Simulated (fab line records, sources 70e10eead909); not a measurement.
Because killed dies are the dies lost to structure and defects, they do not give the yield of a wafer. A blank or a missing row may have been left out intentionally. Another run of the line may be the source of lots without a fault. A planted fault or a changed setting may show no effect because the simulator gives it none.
fab line records	flow nandHarc
[record] lots = 6	wafers = 18	lastDay = 33
route steps=1302 shown A_BLC@1111 A_M0@1137 END@1302
lots untouched by any fault: they come from a run of this same line in which no faults occurred
startH: start of the lot's first displayed wafer, in hours after the record's first day	waitH: hours elapsed since this lot's preceding step	" repeats the value in the row above	L1.1+2: a single row standing in for several wafers	- either no value or no given start	* or withheld: withheld	< > ~ a bound
route shown NAME@n: NAME is a module with steps in the file, n the number in the route of the first one	usual: mean/standard deviation of fault-free wafers	same: alike in all rows	chamber/n: place in a boat	sites: per-site readings	_std_site: how widely they spread, as a standard deviation	_edge_site: outer sites' mean less inner sites'	radiusMm: how far each site lies from the wafer's centre	mask NAME#n: copy n	behind: the most recent tool/chamber to have shaped the wafer	hold: reason for holding the lot/hours on hold/outcome of the hold	device: the n, p or np transistor that did not switch	end of line: the same wafers' tests at the end of the route	for a step that has no rows: nothing shown but its recipe	killed: count of dies lost to structure and defects at first sort (not the wafer's yield)	map: a wafer's dies, x killed, . not, _ none there
set.NAME: the run value of the setting; set.NAME@STEP: its run value at that earlier step	model.NAME: the simulator's own value behind a step, which no gauge read
a table for each step, a row for each wafer; lots at some steps of the route
services: when a tool's chamber went out of use (startH, in hours from the record's first day, below 0 if earlier), for how many hours, and the reason
[[steps]]
[step NHARC_A_BLC_COAT_04]
[recipe] spinRpm = 1500	resistThkNm = 90
[step NHARC_A_BLC_SOFTBAKE_05]
[recipe] tempC = 105	timeS = 55
[step NHARC_A_BLC_EBR_06]
[step NHARC_A_BLC_EXPOSE_07]
[recipe] na = 1.35	targetCdNm = 100	doseMj = 67.97	maskId = A_BLC
[step NHARC_A_BLC_PEB_08]
[recipe] pebTempC = 100	pebTimeS = 65
[step NHARC_A_BLC_DEVELOP_09]
[recipe] developTimeS = 35	devTempC = 23
[step NHARC_A_BLC_CD_MEAS_10]
[recipe] targetCdNm = 100	landingEnergyEv = 500
[usual] cdNm = 99.9/0.82
lot.wafer	tool	chamber	startH	waitH	cdNm
L362.3	cdSem-01	0	524.90	-	99.8
L362.4	"	0	"	"	98.8
L362.6	"	0	"	"	98.6
L367.1	cdSem-01	0	572.34	-	99.1
L367.3	"	0	"	"	99.3
L367.6	"	0	"	"	98.9
L369.1	cdSem-02	0	595.68	-	99.6
L369.3	"	0	"	"	101.4
L369.4	"	0	"	"	100.7
L371.2	cdSem-03	0	610.50	-	99.6
L371.3	"	0	"	"	99.6
L371.5	"	0	"	"	100.5
L373.4	cdSem-03	0	622.28	-	99.3
L373.5	"	0	"	"	101.2
L373.6	"	0	"	"	99.9
L383.1	cdSem-02	0	735.32	-	100.0
L383.2	"	0	"	"	100.2
L383.5	"	0	"	"	99.2
[step NHARC_A_BLC_OVL_MEAS_11]
[usual] overlayXNm = 0.1/0.85	overlayYNm = 0.2/0.85
lot.wafer	tool	chamber	startH	waitH	overlayXNm	overlayYNm
L362.3	overlay-01	-	524.98	-	0.0	-1.7
L362.4	"	-	"	"	0.6	-0.9
L362.6	"	-	"	"	0.0	-0.7
L367.1	overlay-02	-	572.43	-	0.2	0.0
L367.3	"	-	"	"	-0.2	0.5
L367.6	"	-	"	"	-0.5	-0.3
L369.1	overlay-02	-	595.77	-	-0.1	1.4
L369.3	"	-	"	"	0.5	0.7
L369.4	"	-	"	"	0.4	0.6
L371.2	overlay-02	-	610.58	-	0.1	-0.5
L371.3	"	-	"	"	0.0	-0.9
L371.5	"	-	"	"	-0.2	-1.3
L373.4	overlay-02	-	622.37	-	-0.2	-1.5
L373.5	"	-	"	"	0.2	-1.6
L373.6	"	-	"	"	0.1	-1.5
L383.1	overlay-02	-	735.40	-	0.3	1.5
L383.2	"	-	"	"	-0.1	1.2
L383.5	"	-	"	"	-0.2	1.4
[step NHARC_A_BLC_INSPECT_12]
[usual] rawDefectCount = 91/39
lot.wafer	tool	chamber	startH	waitH	rawDefectCount
L362.3	defectInspect-02	-	525.02	0.0	75
L362.4	"	-	"	"	75
L362.6	"	-	"	"	77
L367.1	defectInspect-02	-	572.46	0.0	86
L367.3	"	-	"	"	81
L367.6	"	-	"	"	76
L369.1	defectInspect-02	-	595.81	0.0	159
L369.3	"	-	"	"	150
L369.4	"	-	"	"	178
L371.2	defectInspect-01	-	610.64	0.1	77
L371.3	"	-	"	"	76
L371.5	"	-	"	"	67
L373.4	defectInspect-02	-	622.40	0.0	55
L373.5	"	-	"	"	38
L373.6	"	-	"	"	45
L383.1	defectInspect-01	-	735.44	0.0	67
L383.2	"	-	"	"	70
L383.5	"	-	"	"	85
[step NHARC_A_BLC_DESCUM_15]
[recipe] timeS = 3	o2FlowSccm = 200	arFlowSccm = 0	biasPowerW = 0	chemistry = O2
[step NHARC_A_BLC_ETCH_16]
[recipe] targetDepthA = 390	overEtchFrac = 0.3	timeS = 65	ionEnergyEv = 80	cf4FlowSccm = 150	arFlowSccm = 0	rfW = 300	biasW = 100	chemistry = CF4
[step NHARC_A_BLC_ETCH_17]
[recipe] targetDepthA = 3900	overEtchFrac = 0.25	timeS = 609.38	ionEnergyEv = 200	n2FlowSccm = 150	h2FlowSccm = 150	arFlowSccm = 0	rfW = 400	biasW = 150	chemistry = N2/H2
[usual] drypumpMotorCurrentA = 5.5/0.53	oesProductAu = 1.005/0.013	rfVppV = 429.1/1.9	showerheadPlenumPTorr = 1.98/0.059	throttleValvePct = 14.171/0.0082
lot.wafer	tool	chamber	startH	waitH	drypumpMotorCurrentA	oesProductAu	rfHoursCounterH	rfVppV	showerheadPlenumPTorr	throttleValvePct
L362.4	rieDiel-03	3	-	-	5.2	0.995	3	431.2	2.03	14.155
L362.3	"	0	"	"	5.4	1.013	4	427.1	1.93	14.182
L362.6	"	0	"	"	5.4	1.001	-	427.4	1.93	14.169
L367.1	rieDiel-11	0	-	-	5.5	1.025	10	426.0	1.93	14.179
L367.3	"	1	"	"	6.5	0.993	10	430.1	2.01	14.149
L367.6	"	0	"	"	5.5	1.016	-	427.7	1.93	14.181
L369.4	rieDiel-11	0	-	-	5.5	1.010	13	427.0	1.93	14.162
L369.1	"	1	"	"	6.5	0.991	13	431.4	2.01	14.175
L369.3	"	2	"	"	4.8	0.983	13	428.4	1.93	14.171
L371.3	rieDiel-03	1	-	-	5.4	0.996	9	430.5	2.03	14.166
L371.2	"	3	"	"	5.3	0.997	9	431.1	2.03	14.166
L371.5	"	1	"	"	5.4	0.999	-	429.3	2.03	14.185
L373.4	rieDiel-11	1	-	-	6.4	0.991	1	430.0	2.01	14.155
L373.5	"	1	"	"	6.5	0.994	-	428.8	2.01	14.174
L373.6	"	2	"	"	4.8	0.993	-	428.0	1.92	14.175
L383.1	rieDiel-03	1	-	-	5.4	0.984	5	430.5	2.02	14.167
L383.2	"	3	"	"	5.3	1.008	5	431.3	2.03	14.178
L383.5	"	2	"	"	5.0	0.999	-	428.8	1.96	14.166
[step NHARC_A_BLC_ETCH_18]
[recipe] targetDepthA = 9100	c4f8FlowSccm = 20	o2FlowSccm = 10	arFlowSccm = withheld	rfW = 600	biasW = 1500	chemistry = C4F8/O2/Ar
[usual] oesProductAu = 0.955/0.025	rfVppV = 975/3.7
lot.wafer	tool	chamber	startH	waitH	oesProductAu	rfHoursCounterH	rfVppV
L362.4	rieDiel-03	0	525.72	-	0.975	4	972
L362.3	"	1	"	"	0.956	4	976
L362.6	"	0	"	"	0.969	-	972
L367.3	rieDiel-11	2	573.13	-	0.983	10	970
L367.1	"	0	"	"	0.984	10	971
L367.6	"	3	"	"	0.968	-	977
L369.3	rieDiel-11	3	596.47	-	0.926	13	977
L369.4	"	0	"	"	0.898	13	970
L369.1	"	1	"	"	0.923	13	977
L371.2	rieDiel-03	3	611.31	-	0.975	9	978
L371.3	"	2	"	"	0.936	10	974
L371.5	"	3	"	"	0.973	-	979
L373.4	rieDiel-11	2	623.14	-	0.967	2	972
L373.6	"	0	"	"	0.929	-	971
L373.5	"	1	"	"	0.956	-	977
L383.2	rieDiel-03	2	736.14	-	0.938	6	972
L383.1	"	3	"	"	0.941	5	976
L383.5	"	2	"	"	0.936	-	973
[step NHARC_A_BLC_CD_MEAS_19]
[usual] cdNm = 100/3.6
lot.wafer	tool	chamber	startH	waitH	cdNm
L362.3	cdSem-01	-	526.05	-	100
L362.4	"	-	"	"	104
L362.6	"	-	"	"	98
L367.1	cdSem-02	-	573.49	-	97
L367.3	"	-	"	"	95
L367.6	"	-	"	"	92
L369.1	cdSem-03	-	596.83	-	99
L369.3	"	-	"	"	100
L369.4	"	-	"	"	103
L371.2	cdSem-01	-	611.67	-	103
L371.3	"	-	"	"	99
L371.5	"	-	"	"	100
L373.4	cdSem-02	-	623.44	-	94
L373.5	"	-	"	"	95
L373.6	"	-	"	"	102
L383.1	cdSem-01	-	736.47	-	107
L383.2	"	-	"	"	102
L383.5	"	-	"	"	97
[step NHARC_A_BLC_STRIP_29]
[recipe] cf4FlowSccm = 150	arFlowSccm = 0	biasW = 0	chemistry = CF4
[step NHARC_A_BLC_STRIP_21]
[recipe] o2FlowSccm = 500	arFlowSccm = 0	biasW = 0	chemistry = O2
[step NHARC_A_BLC_STRIP_22]
[recipe] timeS = 600	tempC = 30	chemistry = postEtchResidueRemover
[step NHARC_A_BLC_DEGAS_30]
[recipe] tempC = 300	timeS = 60
[step NHARC_A_BLC_PRE_CLEAN_31]
[recipe] timeS = 15	biasV = 250	gas = Ar
[step NHARC_A_BLC_PVD_32]
[recipe] targetThkA = 50	chamberPressurePa = 5	powerW = 5000	substrateTempC = 200	timeS = 17.7	material = Ti
[step NHARC_A_BLC_ALD_23]
[recipe] targetThkA = 30	pulseTimeS = 1	aldCycles = 150	tempC = 450	material = TiN
[usual] heaterPowerW = 1098/140	precursorPulseHeightRel = 1.000/0.019
lot.wafer	tool	chamber	startH	waitH	heaterPowerW	precursorPulseHeightRel
L362.3	aldMetal-02	2	526.93	-	1201	1.018
L362.4	"	3	"	"	966	0.977
L362.6	"	1	"	"	1155	1.005
L367.1	aldMetal-02	1	574.44	-	1125	0.980
L367.3	"	2	"	"	1191	1.008
L367.6	"	0	"	"	1060	1.017
L369.3	aldMetal-01	1	597.68	-	1016	1.014
L369.1	"	2	"	"	1297	1.020
L369.4	"	0	"	"	921	1.000
L371.2	aldMetal-03	0	612.51	-	1342	1.036
L371.3	"	3	"	"	947	1.009
L371.5	"	0	"	"	1359	0.999
L373.4	aldMetal-01	3	624.27	-	1154	0.986
L373.5	"	3	"	"	1155	1.008
L373.6	"	0	"	"	948	0.998
L383.1	aldMetal-01	0	737.36	-	1019	0.983
L383.2	"	1	"	"	942	1.031
L383.5	"	2	"	"	1304	0.994
[step NHARC_A_BLC_CVD_24]
[recipe] targetThkA = 1500	tempC = 300	pressureTorr = 40	wf6FlowSccm = 40	h2FlowSccm = 1600	arFlowSccm = 1560	timeS = 434	material = W
[step NHARC_A_BLC_CMP_25]
[recipe] tOverpolishS = 30	targetThkNm = 150
[usual] motorCurrentA = 11.6/1	overpolishRunS = 30.000/0.0084	slurryFlowMlMin = 150.1/0.46	timeToEndpointS = 30/3.1
lot.wafer	tool	chamber	startH	waitH	motorCurrentA	overpolishRunS	slurryFlowMlMin	timeToEndpointS
L362.3	cmp-04	2	527.64	0.3	12.0	29.987	149.6	30
L362.4	"	3	"	"	10.5	29.990	150.1	34
L362.6	"	2	"	"	12.1	29.998	150.4	32
L367.1	cmp-02	2	575.13	0.5	12.1	29.990	149.1	27
L367.3	"	3	"	"	11.4	29.994	150.7	35
L367.6	"	2	"	"	11.7	29.992	149.5	29
L369.3	cmp-03	2	598.41	0.3	10.5	30.008	149.9	28
L369.1	"	0	"	"	12.4	29.993	149.7	30
L369.4	"	1	"	"	11.1	29.983	149.6	32
L371.3	cmp-03	0	613.28	0.3	12.4	30.009	150.4	31
L371.2	"	1	"	"	10.9	30.000	150.6	30
L371.5	"	1	"	"	10.7	30.004	150.0	29
L373.4	cmp-03	3	625.07	0.3	12.0	29.999	149.1	33
L373.5	"	0	"	"	12.7	29.992	150.1	31
L373.6	"	1	"	"	10.9	30.010	150.3	33
L383.2	cmp-02	2	738.11	0.5	11.9	30.002	149.8	31
L383.1	"	3	"	"	11.3	30.001	150.2	35
L383.5	"	0	"	"	14.1	30.002	150.8	26
[step NHARC_A_BLC_SRD_27]
[step NHARC_A_BLC_INSPECT_28]
[usual] rawDefectCount = 502/100
lot.wafer	tool	chamber	startH	waitH	rawDefectCount
L362.3	defectInspect-01	-	528.05	0.1	580
L362.4	"	-	"	"	423
L362.6	"	-	"	"	450
L367.1	defectInspect-01	-	575.53	0.1	465
L367.3	"	-	"	"	653
L367.6	"	-	"	"	439
L369.1	defectInspect-02	-	598.81	0.1	483
L369.3	"	-	"	"	504
L369.4	"	-	"	"	536
L371.2	defectInspect-02	-	613.68	0.1	450
L371.3	"	-	"	"	421
L371.5	"	-	"	"	410
L373.4	defectInspect-02	-	625.40	0.1	504
L373.5	"	-	"	"	482
L373.6	"	-	"	"	347
L383.1	defectInspect-01	-	738.47	0.1	487
L383.2	"	-	"	"	577
L383.5	"	-	"	"	570
[step NHARC_A_M0_DEP_00]
[recipe] targetThkA = 1500	targetThkNm = 150	tempC = withheld	pressureTorr = 5	flowSccm = 200	rfW = 600	material = SiOC
[step NHARC_A_M0_DEHYDRATE_01]
[recipe] tempC = 150	timeS = 120
[step NHARC_A_M0_HMDS_02]
[recipe] timeS = 30
[step NHARC_A_M0_COAT_33]
[recipe] tempC = 200	timeS = 65
[step NHARC_A_M0_COAT_03]
[recipe] spinRpm = 1500	resistThkNm = 90
[step NHARC_A_M0_SOFTBAKE_04]
[recipe] tempC = 105	timeS = 55
[step NHARC_A_M0_EBR_05]
[step NHARC_A_M0_EXPOSE_06]
[recipe] na = 1.35	targetCdNm = 80	doseMj = 83.25	maskId = A_M0
[step NHARC_A_M0_PEB_07]
[recipe] pebTempC = 100	pebTimeS = 65
[step NHARC_A_M0_DEVELOP_08]
[recipe] developTimeS = 35	devTempC = 23
[step NHARC_A_M0_CD_MEAS_09]
[recipe] targetCdNm = 80	landingEnergyEv = 500
[usual] cdNm = 79.8/0.65
lot.wafer	tool	chamber	startH	waitH	cdNm
L362.3	cdSem-02	0	528.83	-	79.8
L362.4	"	0	"	"	79.0
L362.6	"	0	"	"	80.8
L367.1	cdSem-01	0	576.43	-	80.2
L367.3	"	0	"	"	80.0
L367.6	"	0	"	"	80.0
L369.1	cdSem-02	0	599.71	-	80.4
L369.3	"	0	"	"	79.9
L369.4	"	0	"	"	78.5
L371.2	cdSem-03	0	614.60	-	80.2
L371.3	"	0	"	"	79.6
L371.5	"	0	"	"	80.2
L373.4	cdSem-02	0	626.19	-	79.9
L373.5	"	0	"	"	80.3
L373.6	"	0	"	"	80.2
L383.1	cdSem-01	0	739.50	-	79.9
L383.2	"	0	"	"	80.0
L383.5	"	0	"	"	80.5
[step NHARC_A_M0_OVL_MEAS_10]
[recipe] pitchNm = 160
[usual] overlayXNm = -0.1/0.94	overlayYNm = -0.1/0.92
lot.wafer	tool	chamber	startH	waitH	overlayXNm	overlayYNm
L362.3	overlay-02	-	528.91	-	1.7	1.2
L362.4	"	-	"	"	1.8	0.9
L362.6	"	-	"	"	1.8	1.1
L367.1	overlay-01	-	576.52	-	0.3	-0.1
L367.3	"	-	"	"	0.1	0.3
L367.6	"	-	"	"	-0.2	0.3
L369.1	overlay-01	-	599.79	-	0.7	-1.3
L369.3	"	-	"	"	0.7	-1.4
L369.4	"	-	"	"	0.8	-1.1
L371.2	overlay-02	-	614.69	-	-0.9	-1.6
L371.3	"	-	"	"	-0.5	-1.1
L371.5	"	-	"	"	-1.0	-1.9
L373.4	overlay-02	-	626.27	-	0.9	0.8
L373.5	"	-	"	"	0.9	1.2
L373.6	"	-	"	"	0.9	0.8
L383.1	overlay-02	-	739.59	-	1.8	-2.4
L383.2	"	-	"	"	2.0	-2.2
L383.5	"	-	"	"	1.7	-2.5
[step NHARC_A_M0_INSPECT_11]
[usual] rawDefectCount = 91/39
lot.wafer	tool	chamber	startH	waitH	rawDefectCount
L362.3	defectInspect-01	-	528.95	0.0	69
L362.4	"	-	"	"	74
L362.6	"	-	"	"	75
L367.1	defectInspect-02	-	576.56	0.0	83
L367.3	"	-	"	"	79
L367.6	"	-	"	"	81
L369.1	defectInspect-02	-	599.83	0.0	161
L369.3	"	-	"	"	150
L369.4	"	-	"	"	186
L371.2	defectInspect-02	-	614.72	0.0	76
L371.3	"	-	"	"	72
L371.5	"	-	"	"	67
L373.4	defectInspect-01	-	626.30	0.0	56
L373.5	"	-	"	"	37
L373.6	"	-	"	"	55
L383.1	defectInspect-02	-	739.62	0.0	61
L383.2	"	-	"	"	68
L383.5	"	-	"	"	80
[step NHARC_A_M0_DESCUM_14]
[recipe] timeS = 3	o2FlowSccm = 200	arFlowSccm = 0	biasPowerW = 0	chemistry = O2
[step NHARC_A_M0_ETCH_34]
[recipe] targetDepthA = 400	overetchA = 120	timeS = 43.94	ionEnergyEv = 200	n2FlowSccm = 150	h2FlowSccm = 150	arFlowSccm = 0	rfW = 400	biasW = 150	chemistry = N2/H2
[usual] drypumpMotorCurrentA = 5.6/0.5	oesProductAu = 1.000/0.013	rfVppV = 430.8/2.8	showerheadPlenumPTorr = 2.05/0.097	throttleValvePct = 14.171/0.01
lot.wafer	tool	chamber	startH	waitH	drypumpMotorCurrentA	oesProductAu	rfHoursCounterH	rfVppV	showerheadPlenumPTorr	throttleValvePct
L362.3	rieDiel-01	0	529.11	0.1	5.0	1.003	6.3	429.2	2.01	14.172
L362.4	"	1	"	"	5.7	1.006	5.4	427.2	1.94	14.192
L362.6	"	0	"	"	4.9	1.010	-	429.7	2.01	14.160
L367.1	rieDiel-09	0	576.70	0.1	4.8	1.014	3.1	431.7	2.08	14.182
L367.3	"	2	"	"	6.0	0.984	4.1	427.4	1.91	14.170
L367.6	"	0	"	"	4.8	1.014	-	431.9	2.08	14.173
L369.3	rieDiel-09	1	599.98	0.1	6.1	1.014	4.4	431.0	2.07	14.173
L369.4	"	2	"	"	6.0	0.991	5.4	428.9	1.91	14.167
L369.1	"	0	"	"	4.9	1.006	4.0	432.1	2.08	14.159
L371.2	rieDiel-13	3	614.87	0.1	5.0	1.011	5.1	428.6	1.96	14.172
L371.3	"	0	"	"	5.7	1.001	4.9	434.5	2.17	14.184
L371.5	"	2	"	"	5.2	0.963	-	435.1	2.19	14.173
L373.4	rieDiel-09	3	626.47	0.1	6.1	0.991	7.1	435.2	2.15	14.180
L373.5	"	0	"	"	4.9	1.018	-	432.0	2.08	14.151
L373.6	"	1	"	"	6.1	1.009	-	431.2	2.07	14.159
L383.2	rieDiel-09	1	739.79	0.1	6.1	1.001	1.4	431.4	2.07	14.180
L383.1	"	3	"	"	6.1	0.997	1.7	434.1	2.15	14.177
L383.5	"	2	"	"	6.0	0.996	-	426.4	1.91	14.153
[step NHARC_A_M0_ETCH_15]
[recipe] targetDepthA = 1500	overetchA = 150	timeS = 82.5	c4f8FlowSccm = withheld	arFlowSccm = 400	rfW = 600	biasW = 300	chemistry = C4F8/Ar
[usual] oesProductAu = 0.947/0.024	rfVppV = 441.3/2.9
lot.wafer	tool	chamber	startH	waitH	oesProductAu	rfHoursCounterH	rfVppV
L362.4	rieDiel-01	2	-	-	0.933	5.4	445.4
L362.3	"	3	"	"	0.937	5.7	442.6
L362.6	"	2	"	"	0.934	-	443.9
L367.3	rieDiel-09	2	-	-	0.948	4.1	437.5
L367.1	"	3	"	"	0.955	4.3	444.2
L367.6	"	3	"	"	0.966	-	445.5
L369.3	rieDiel-09	2	-	-	0.964	5.4	437.5
L369.4	"	3	"	"	0.958	5.2	443.4
L369.1	"	1	"	"	0.983	4.4	440.1
L371.3	rieDiel-13	3	-	-	0.941	5.1	438.6
L371.2	"	0	"	"	0.924	4.9	444.5
L371.5	"	0	"	"	0.925	-	445.7
L373.4	rieDiel-09	1	-	-	0.933	5.8	440.8
L373.5	"	2	"	"	0.912	-	439.2
L373.6	"	3	"	"	0.921	-	444.0
L383.2	rieDiel-09	2	-	-	0.975	1.4	437.7
L383.1	"	1	"	"	0.949	1.4	441.8
L383.5	"	2	"	"	0.957	-	436.2
[step NHARC_END_SORT_01]
[recipe] tempC = 25
[usual] killedAtArray = 52/17	killedAtOther = 1.2/1.4	killedAtPeriphery = 4.7/2.9	killedDies = 58/17	killedOpen = 3.2/1.9	killedShort = 2.4/1.4
[same] grossDies = 677
lot.wafer	tool	chamber	startH	waitH	killedAtArray	killedAtOther	killedAtPeriphery	killedDies	killedOpen	killedShort
L369.4	prober-02	0	645.23	3.4	165	0	4	169	1	5
L373.6	prober-02	0	672.51	4.0	165	1	3	169	6	0
// killed by level:class
L369.4 A_BLC:areaEtch=69 A_SLIT:chamberFilmFlake=41 A_CHANNEL_HOLE_D2:chamberFilmFlake=24 A_CHANNEL_HOLE_D1:chamberFilmFlake=19 A_CONTACT:chamberFilmFlake=3 A_DECK1_JOINT:chamberFilmFlake=2 P_CONTACT:geometricParticle:short=1 A_ONON_D2:geometricParticle:short=1
L373.6 A_BLC:areaEtch=118 A_CHANNEL_HOLE_D2:chamberFilmFlake=20 A_CONTACT:chamberFilmFlake=8 A_CHANNEL_HOLE_D1:chamberFilmFlake=4 A_SLIT:chamberFilmFlake=3 A_BLC:chamberFilmFlake=3 P_GATE:geometricParticle:open=2 A_M0:geometricParticle:open=2
// map L369.4 (x killed, . not)
____________.____________
_________x.x.xx._________
_______x.xxx.....x_______
______.x...x......x______
_____xxxxxx....xx.xx_____
____xxxx......xx..x.x____
____xxxx.x.......x..x____
___xxxxx.........x...x___
___.xxx.x...........x.___
__xxxxxx.x.....x.....xx__
__x..x..x.....x.x..xx..__
_xxx........x......x...x_
_.x........x.x.........._
_..x....xxxx......x....x_
_.........xx.xx..x....xx_
_.......x.xxxxx.x......x_
.x.......xxxx..x........x
x........xx.xxx.........x
x.........xxx.x......x.xx
x.......xxxxx............
.x......xxx.x...........x
_.x...x..x....x........._
_......................x_
_......................x_
_.....x....x............_
_....................xxx_
__....................x__
__...x.................__
___..............x....___
___.x...x.............___
____.................____
____.....x...........____
_____......xx......._____
______.x..xxx......______
_______...xxxxx.xx_______
_________xxxxxxx_________
____________x____________
// map L373.6 (x killed, . not)
____________x____________
_________xxxxx.x_________
_______.xx.x.xxxxx_______
______xxxxxx..x.xx.______
_____x..xx.....x.xxx_____
____x.x.x.........xxx____
____x...x....xxx.x.xx____
___x......x...x...xxxx___
___x.x.x..........x...___
__.xx....x.......x..xxx__
__.xx.......x.x.....x.x__
_...................x.xx_
_.....x...............xx_
_x......x.x..x....x...xx_
_.........x.x.........xx_
_x........x.x...x......._
x..x.x....xxx.x......xxxx
x........x..xx..x.......x
...........xxxx....x..xxx
x......................xx
xx.........x..x.....x..x.
_.........x...........x._
_...................x.xx_
_.x...................xx_
_x......x............xxx_
_....................x.x_
__.....................__
__..........x..........__
___.................x.___
___xx................x___
____.......x.....x.x.____
____x.x..x....x..x.xx____
_____.........x.xx.._____
______.x....x..xx..______
_______...x....x.x_______
_________xx.xxx._________
____________.____________
[[services]]
tool	chamber	startH	hours	kind
cmp-03	-	505.42	2.0	repair
rieDiel-13	-	519.00	9.0	pm
rieDiel-01	3	522.29	6.8	repair
aldMetal-01	-	526.00	10.0	pm
cmp-02	-	526.50	4.0	pm
cmp-03	-	536.21	0.9	repair
rieDiel-13	0	540.14	4.5	repair
rieDiel-03	1	565.57	12.8	repair
cmp-03	-	568.87	3.5	repair
cmp-03	-	574.55	4.0	pm
rieDiel-11	-	609.51	9.0	pm
rieDiel-03	-	635.71	9.0	pm
aldMetal-01	3	645.59	8.9	repair
aldMetal-01	-	666.37	1.0	repair
aldMetal-01	2	669.23	4.2	repair
rieDiel-03	-	670.81	2.5	repair
cmp-03	-	672.55	4.0	pm
rieDiel-09	-	674.10	9.0	pm
rieDiel-03	1	689.01	3.2	repair
rieDiel-11	-	690.97	1.0	repair
aldMetal-01	-	703.48	1.0	repair
aldMetal-01	-	704.51	10.0	pm
rieDiel-11	2	708.83	5.7	repair
rieDiel-09	0	735.63	28.1	repair
[[key]]
[firstSign] step = NHARC_END_SORT_01	reading = killedAtArray	direction = up	sigmas = 6.8	usual = 52	struck = 165
[effect] step = NHARC_END_SORT_01	reading = killedDies	direction = up	sigmas = 6.6	usual = 58	struck = 169
[moreKillsBornAt] NHARC_A_BLC_ETCH_18@rieDiel-11 = 187
metAt NHARC_A_BLC_ETCH_18
struckWafers L369.4,L373.6
testerLeftOut L369,L373
onsetBetween 573.13 596.47
[fault] kind = processParameterDrift	tool = rieDiel-11	chamber = 0	onsetH = 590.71	steps = NHARC_A_BLC_ETCH_18	channel = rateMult	offset = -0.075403	shape = step	endH = 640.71
// testerLeftOut: of these lots the tester's yield and bins aren't shown, on N5 and GAA mostly nor the transistor test; their killed dies are dies lost to structure and defects alone, not to doping, threshold or leakage, so they don't give the yield
